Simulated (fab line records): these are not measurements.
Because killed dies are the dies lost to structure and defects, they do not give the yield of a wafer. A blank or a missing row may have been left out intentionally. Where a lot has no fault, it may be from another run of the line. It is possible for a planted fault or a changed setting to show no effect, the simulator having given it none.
Struck lot and sound lot, side by side / flow nandHarc / 13 steps out of a route of 1302
Sound: the wafers L188.1, L188.3, L188.5. Wafers L201.1, L201.3, L201.6 were the ones struck. The cause is named last.
Per side, at each step with rows, come the tool, then ch with its chambers, and then its first start. Under that, the readings that differ: sound wafers / struck wafers / difference of the means / sigmas: that difference in standard deviations of wafers without a fault.
alike: words and numbers the same on both sides, and readings whose means are apart by under 2 such deviations; not compared: readings that were withheld, readings missing a value for some wafer, numbers with overlapping values and no deviation given by the record, and bounds like >300 which may hide the same value.
Wherever a step has rows on one side only, a row that says differs or no value, or a row with sigmas, the two part there. When numbers do not overlap yet have no deviation, they are printed without sigmas and do not part them. A reading that every wafer of one side lacks parts them only if that side has two wafers or more.

first, 1 step without rows for these wafers: NHARC_A_ONON_D1_DEP_19 (target thk 1000 nm).
NHARC_A_ONON_D1_THK_MEAS_21: measures by ellipsometry.
  struck on filmMetro-01, day 17 04:25; sound on filmMetro-02, day 11 17:28
  alike: thkNm
then, no rows for these wafers at 1 step: NHARC_A_ONON_D1_DEP_22 (target thk 1000 nm).
NHARC_A_ONON_D1_THK_MEAS_24: measures by ellipsometry.
  struck on filmMetro-02, day 17 04:59; sound on filmMetro-01, day 11 18:02
  alike: thkNm
then, no rows for these wafers at 1 step: NHARC_A_ONON_D1_DEP_25 (target thk 1000 nm).
NHARC_A_ONON_D1_THK_MEAS_27: measures by ellipsometry.
  struck on filmMetro-01, day 17 05:32; sound on filmMetro-01, day 11 18:36
  alike: thkNm
then, no rows for these wafers at 1 step: NHARC_A_ONON_D1_DEP_28 (target thk 1000 nm).
NHARC_A_ONON_D1_THK_MEAS_30: measures by ellipsometry.
  struck on filmMetro-02, day 17 06:08; sound on filmMetro-01, day 11 19:10
  alike: thkNm
NHARC_A_ONON_D1_DEP_33: deposits SiO2, target thk 200 nm.
  sound on pecvd-02 ch 1,2, day 11 19:15; struck on pecvd-03 ch 1,2, day 17 06:16
reading=heaterPowerW (W); sound=517 565 515; struck=703 666 660; difference=+144; sigmas=+2
  alike: throttleValvePct
NHARC_A_ONON_D1_THK_MEAS_34: measures by ellipsometry.
  struck on filmMetro-02, day 17 06:44; sound on filmMetro-02, day 11 19:40
  alike: thkNm
NHARC_A_ONON_D1_INSPECT_32:
  struck on defectInspect-02, day 17 06:50; sound on defectInspect-02, day 11 19:43
  alike: rawDefectCount
NHARC_A_CHANNEL_HOLE_D1_DEP_00: deposits aC, target thk 3100 nm.
  sound on aclDep-02 ch 0, day 11 20:26; struck on aclDep-02 ch 0, day 17 09:00
  alike: throttleValvePct
NHARC_A_CHANNEL_HOLE_D1_DEP_01: deposits SiON, target thk 140 nm.
  sound on pecvd-01 ch 0,2, day 11 22:19; struck on pecvd-02 ch 0,1,2, day 17 11:08
  alike: heaterPowerW

WHERE THEY PART
At NHARC_A_ONON_D1_DEP_33 and nowhere else, as far as this record goes. Later steps at which nothing parts them and some readings are alike: NHARC_A_ONON_D1_THK_MEAS_34, NHARC_A_ONON_D1_INSPECT_32, NHARC_A_CHANNEL_HOLE_D1_DEP_00, NHARC_A_CHANNEL_HOLE_D1_DEP_01.

WHY: the cause the simulator had injected
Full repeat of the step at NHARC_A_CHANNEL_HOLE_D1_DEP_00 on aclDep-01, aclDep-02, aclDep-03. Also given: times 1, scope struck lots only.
